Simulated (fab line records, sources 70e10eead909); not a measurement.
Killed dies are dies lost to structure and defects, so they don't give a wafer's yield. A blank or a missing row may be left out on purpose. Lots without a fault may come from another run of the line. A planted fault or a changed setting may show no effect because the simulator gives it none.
fab line records | flow nand_harc
record lots=6 wafers=18 last_day=35
route steps=1302 shown A_WL_FILL@956
lots that met no fault: from a run of the same line without faults
start_h: hours from the record's first day to the start of the lot's first wafer shown | wait_h: hours since the lot's step before | " the same as in the row above | L1.1+2: a row that stands for several wafers | - no value, or no start given | * or withheld: withheld | < > ~ a bound
route shown NAME@n: a module of which the file shows steps, and the number in the route of the first | usual: mean/standard deviation of fault-free wafers | same: alike in all rows | chamber/n: place in a boat | sites: the reading at each site | _std_site: their standard deviation | _edge_site: outer sites' mean less inner sites' | radius_mm: how far each site lies from the wafer's centre | mask NAME#n: copy n | behind: the tool/chamber that last shaped the wafer | hold: why the lot was held/for how many hours/how that ended | device: the transistor (n, p or np) that didn't switch | end of line: the same wafers' tests at the end of the route | a step without rows: its recipe alone | killed: dies lost to structure and defects at the first sort, not the wafer's yield | map: a wafer's dies, x killed, . not, _ none there
set.NAME: the setting as run; set.NAME@STEP: as run at that earlier step | model.NAME: the simulator's own value behind a step, which no gauge read
lots at some steps of the route; a table a step, a row a wafer
services: from which hour (start_h, from the record's first day; less than 0 if before it) a tool's chamber was out of use, for how many hours, and why
## steps
# step NHARC_A_WL_FILL_CVD_03
# recipe target_thk_a=400 temp_c=300 pressure_torr=40 wf6_flow_sccm=40 h2_flow_sccm=1600 ar_flow_sccm=1560 time_s=279 material=W
# usual heater_power_w=485/26 mfc_ar_sccm=1560/4.7 mfc_wf6_sccm=40.00/0.14 throttle_valve_pct=7.87/0.29
# columns lot.wafer tool chamber start_h wait_h heater_power_w mfc_ar_sccm mfc_wf6_sccm throttle_valve_pct
L367.2 cvd_w-01 0 508.49 0.1 480 1559 40.25 7.77
L367.4 " 1 " " 462 1561 39.99 8.35
L367.3 " 0 " " 466 1564 40.07 7.93
L369.2 cvd_w-01 0 599.58 0.1 473 1564 40.14 7.99
L369.4 " 1 " " 456 1560 39.97 8.26
L369.6 " 0 " " 474 1568 40.19 8.17
L377.4 cvd_w-01 0 609.36 0.2 474 1555 39.93 8.01
L377.3 " 1 " " 457 1563 39.97 8.07
L377.6 " 1 " " 447 1560 40.10 8.14
L384.4 cvd_w-01 0 660.93 0.2 465 1569 39.90 7.63
L384.5 " 1 " " 461 1560 39.87 8.18
L384.6 " 0 " " 473 1568 39.93 8.05
L385.2 cvd_w-02 1 697.21 0.1 540 1557 39.83 7.76
L385.4 " 1 " " 526 1561 39.78 7.73
L385.6 " 0 " " 490 1560 39.98 7.74
L387.1 cvd_w-02 0 732.44 0.1 485 1561 40.11 7.48
L387.4 " 1 " " 535 1559 39.94 7.77
L387.5 " 1 " " 536 1556 39.99 7.85
# step NHARC_A_WL_FILL_ETCHBACK_04
# recipe target_depth_a=600 time_s=120 chemistry=NF3
# usual drypump_motor_current_A=5.4/0.45 oes_product_au=0.997/0.0093 run_length_s=141.5/0.45
# columns lot.wafer tool chamber start_h wait_h drypump_motor_current_A oes_product_au rf_hours_counter_h run_length_s
L367.2 rie_metal-03 1 508.88 0.3 4.9 0.997 - 142.4
L367.3 " 1 " " 4.9 0.996 - 141.9
L367.4 " 1 " " 5.0 0.998 - 142.1
L369.2 rie_metal-03 0 599.99 0.4 5.5 0.990 1.4 141.5
L369.4 " 1 " " 4.9 0.986 - 142.6
L369.6 " 1 " " 4.9 0.986 - 142.3
L377.3 rie_metal-03 1 609.69 0.2 4.9 1.003 - 142.1
L377.4 " 0 " " 5.5 0.999 - 141.3
L377.6 " 1 " " 4.9 0.993 - 142.3
L384.4 rie_metal-03 0 661.25 0.3 5.4 1.003 - 142.0
L384.5 " 1 " " 4.9 1.004 - 141.9
L384.6 " 0 " " 5.4 0.999 - 141.4
L385.2 rie_metal-02 0 697.57 0.3 5.9 0.987 0.9 141.4
L385.4 " 1 " " 6.2 0.989 - 140.8
L385.6 " 0 " " 5.9 0.988 - 141.8
L387.1 rie_metal-03 1 732.85 0.4 4.9 0.989 0.5 142.1
L387.4 " 0 " " 5.5 0.994 - 141.8
L387.5 " 1 " " 4.9 0.986 - 142.0
# step NHARC_A_WL_FILL_ETCHBACK_05
# recipe target_depth_a=220 time_s=60 temp_c=40 chemistry=Cl2/BCl3
# step NHARC_A_WL_FILL_STRIP_27
# recipe power_w=1500 temp_c=250 time_s=20 chemistry=N2/H2
# usual drypump_motor_current_A=5.91/0.27 heater_power_w=340/29
# columns lot.wafer tool chamber start_h wait_h drypump_motor_current_A heater_power_w rf_hours_counter_h
L367.2 plasma_asher-01 1 509.46 0.2 6.23 363 33
L367.4 " 1 " " 6.26 363 -
L367.3 " 0 " " 5.79 310 -
L369.2 plasma_asher-01 1 600.36 0.1 6.24 378 22
L369.4 " 1 " " 6.23 365 -
L369.6 " 0 " " 5.76 309 -
L377.4 plasma_asher-01 0 610.05 0.1 5.80 317 -
L377.3 " 1 " " 6.21 379 -
L377.6 " 1 " " 6.21 378 -
L384.4 plasma_asher-02 0 661.57 0.1 5.63 346 -
L384.6 " 0 " " 5.63 342 -
L384.5 " 1 " " 5.52 332 -
L385.2 plasma_asher-02 1 697.91 0.1 5.51 337 16
L385.4 " 1 " " 5.51 336 -
L385.6 " 1 " " 5.52 338 -
L387.1 plasma_asher-01 1 733.19 0.1 6.23 341 6
L387.4 " 0 " " 5.79 290 -
L387.5 " 1 " " 6.23 351 -
# step NHARC_A_WL_FILL_STRIP_28
# recipe time_s=1200 temp_c=72.5 chemistry=post_etch_residue_remover
# step NHARC_A_WL_FILL_PRECLEAN_06
# recipe time_s=300 chemistry=DIW
# step NHARC_A_WL_FILL_SRD_07
# step NHARC_A_WL_FILL_ANNEAL_08
# recipe temp_c=450 time_s=1800
# step NHARC_A_WL_FILL_ALD_10
# recipe target_thk_a=500 pulse_time_s=10 ald_cycles=500 temp_c=300 material=SiO2
# usual heater_power_w=496/51 precursor_pulse_height_rel=0.999/0.019
# same pulse_time_s=10
# columns lot.wafer tool chamber start_h wait_h heater_power_w precursor_pulse_height_rel
L367.3 ald_hk-01 3 515.46 0.1 505 0.982
L367.4 " 1 516.49 1.1 472 1.020
L367.2 " 2 " " 427 1.000
L369.4 ald_hk-01 2 605.72 0.1 438 0.970
L369.2 " 0 607.78 2.1 428 0.944
L369.6 " 2 609.84 4.2 450 0.971
L377.3 ald_hk-03 1 617.99 1.2 485 1.031
L377.4 " 2 " " 499 1.002
L377.6 " 0 619.57 2.8 533 0.991
L384.4 ald_hk-01 3 667.62 0.1 501 0.995
L384.5 " 3 669.64 2.1 501 1.015
L384.6 " 0 " " 441 1.014
L385.4 ald_hk-01 2 702.77 0.1 449 1.008
L385.2 " 1 704.31 1.6 485 1.023
L385.6 " 2 " " 457 0.986
L387.1 ald_hk-03 2 739.00 0.1 490 0.991
L387.4 " 0 740.02 1.1 548 1.004
L387.5 " 3 741.55 2.6 591 1.019
# step NHARC_A_WL_FILL_ETCHBACK_16
# recipe target_depth_a=1200 time_s=24 c4f8_flow_sccm=withheld o2_flow_sccm=8 ar_flow_sccm=withheld rf_w=600 bias_w=800 chemistry=C4F8/O2/Ar
# step NHARC_A_WL_FILL_STRIP_29
# recipe time_s=20 o2_flow_sccm=500 ar_flow_sccm=0 bias_w=0 chemistry=O2
# usual drypump_motor_current_A=5.63/0.24 mfc_ar_sccm=0.005/0.0098 o2_flow_sccm=500.1/1.5 oes_product_au=0.997/0.0097 rf_vpp_V=57.9/0.87 showerhead_plenum_p_Torr=3.51/0.14 throttle_valve_pct=17.036/0.0089
# columns lot.wafer tool chamber start_h wait_h drypump_motor_current_A mfc_ar_sccm o2_flow_sccm oes_product_au rf_hours_counter_h rf_vpp_V showerhead_plenum_p_Torr throttle_valve_pct
L367.2 rie_diel-02 1 520.21 0.1 5.94 0.005 499.9 1.004 7.4 57.3 3.39 17.045
L367.3 " 2 " " 5.70 0.027 499.7 0.997 7.6 57.4 3.47 17.023
L367.4 " 3 " " 5.74 0 499.9 1.005 5.4 57.5 3.52 17.022
L369.4 rie_diel-13 2 613.54 0.1 6.12 0 501.6 1.011 2.0 58.3 3.45 17.050
L369.2 " 0 " " 5.88 0 499.6 1.008 2.6 57.9 3.36 17.042
L369.6 " 3 " " 5.45 0 500.5 0.997 - 56.3 3.42 17.026
L377.3 rie_diel-07 0 621.76 0.1 5.57 0 501.9 0.992 4.1 56.2 3.38 17.048
L377.4 " 0 " " 5.57 0 501.4 0.999 - 58.3 3.38 17.026
L377.6 " 2 " " 5.25 0.005 500.1 0.987 - 58.0 3.76 17.042
L384.4 rie_diel-07 1 672.30 0.1 5.49 0 499.4 1.001 0.8 58.0 3.35 17.054
L384.6 " 0 " " 5.55 0 500.5 1.006 - 57.2 3.38 17.023
L384.5 " 1 " " 5.49 0 500.3 1.001 - 58.8 3.35 17.040
L385.4 rie_diel-02 3 707.51 0.1 5.76 0 500.0 0.985 7.7 58.5 3.51 17.038
L385.2 " 1 " " 5.96 0.005 496.5 0.996 7.5 57.4 3.38 17.037
L385.6 " 0 " " 5.51 0.030 502.3 0.995 - 59.4 3.66 17.032
L387.4 rie_diel-02 2 743.71 0.1 5.72 0.027 498.5 0.978 8.3 59.6 3.46 17.021
L387.1 " 3 " " 5.73 0 500.0 0.992 8.4 58.0 3.51 17.046
L387.5 " 2 " " 5.70 0.027 498.9 0.996 - 56.7 3.46 17.043
# step NHARC_A_WL_FILL_ETCHBACK_17
# recipe target_depth_a=40 time_s=26.7 chemistry=Cl2/BCl3
# usual drypump_motor_current_A=5.5/0.46 oes_product_au=1.001/0.01 run_length_s=48.1/0.4
# columns lot.wafer tool chamber start_h wait_h drypump_motor_current_A oes_product_au rf_hours_counter_h run_length_s
L367.2 rie_metal-02 1 520.31 - 6.2 0.981 0.8 47.5
L367.3 " 0 " " 5.9 0.998 - 48.2
L367.4 " 1 " " 6.2 0.980 - 47.4
L369.2 rie_metal-01 0 613.63 - 5.0 1.010 0.8 47.9
L369.4 " 1 " " 5.4 1.011 - 40.3
L369.6 " 1 " " 5.4 1.005 - 40.4
L377.4 rie_metal-01 0 621.89 - 5.0 1.001 - 47.8
L377.3 " 1 " " 5.5 1.007 - 39.9
L377.6 " 1 " " 5.5 1.004 - 40.2
L384.4 rie_metal-03 0 672.43 - 5.5 0.995 - 47.9
L384.6 " 0 " " 5.5 0.992 - 48.1
L384.5 " 1 " " 4.9 1.004 - 48.7
L385.2 rie_metal-03 1 707.61 - 4.9 1.000 0 49.0
L385.4 " 1 " " 4.9 1.004 - 48.9
L385.6 " 1 " " 4.9 0.999 - 48.7
L387.1 rie_metal-01 1 743.79 - 5.4 1.009 2.7 47.8
L387.4 " 0 " " 5.0 1.010 - 48.1
L387.5 " 0 " " 5.0 1.012 - 48.0
# step NHARC_A_WL_FILL_PRECLEAN_18
# recipe time_s=30 chemistry=dHF
## services
# columns tool chamber start_h hours kind
cvd_w-01 - 497.86 2.2 repair
plasma_asher-01 - 519.00 9.0 pm
rie_metal-03 - 519.18 9.0 pm
rie_metal-02 0 534.89 7.6 repair
rie_metal-02 - 540.10 0.1 repair
plasma_asher-02 - 547.96 59.8 repair
rie_diel-02 0 550.30 3.8 repair
cvd_w-01 - 550.64 13.0 pm
rie_diel-07 0 557.99 7.8 repair
ald_hk-03 - 570.64 10.0 pm
rie_diel-02 - 570.70 9.0 pm
rie_metal-01 - 575.00 9.0 pm
cvd_w-02 1 590.24 4.5 repair
rie_diel-02 - 610.24 0.6 repair
rie_metal-01 0 626.91 3.8 repair
ald_hk-01 - 655.03 10.0 pm
rie_diel-02 0 655.16 3.5 repair
rie_metal-01 - 664.09 0.8 repair
plasma_asher-01 - 696.00 9.0 pm
rie_metal-03 - 696.18 9.0 pm
rie_metal-03 - 705.18 0.6 repair
cvd_w-01 1 708.69 9.3 repair
cvd_w-01 - 731.64 13.0 pm
plasma_asher-01 - 738.68 0.5 repair
## key
first_sign step=NHARC_A_WL_FILL_ETCHBACK_17 reading=run_length_s direction=down sigmas=20 usual=* struck=*
effect none on later readings
met_at NHARC_A_WL_FILL_ETCHBACK_17
struck_wafers L369.4,L369.6,L377.3,L377.6
tester_left_out L369,L377
fault kind=process_parameter_drift tool=rie_metal-01 chamber=1 onset_h=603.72 steps=NHARC_A_WL_FILL_ETCHBACK_17 channel=time_s offset=* shape=step end_h=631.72 acts_in=* stated=*
# tester_left_out: of these lots the tester's yield and bins aren't shown, on N5 and GAA mostly nor the transistor test; their killed dies are dies lost to structure and defects alone, not to doping, threshold or leakage, so they don't give the yield
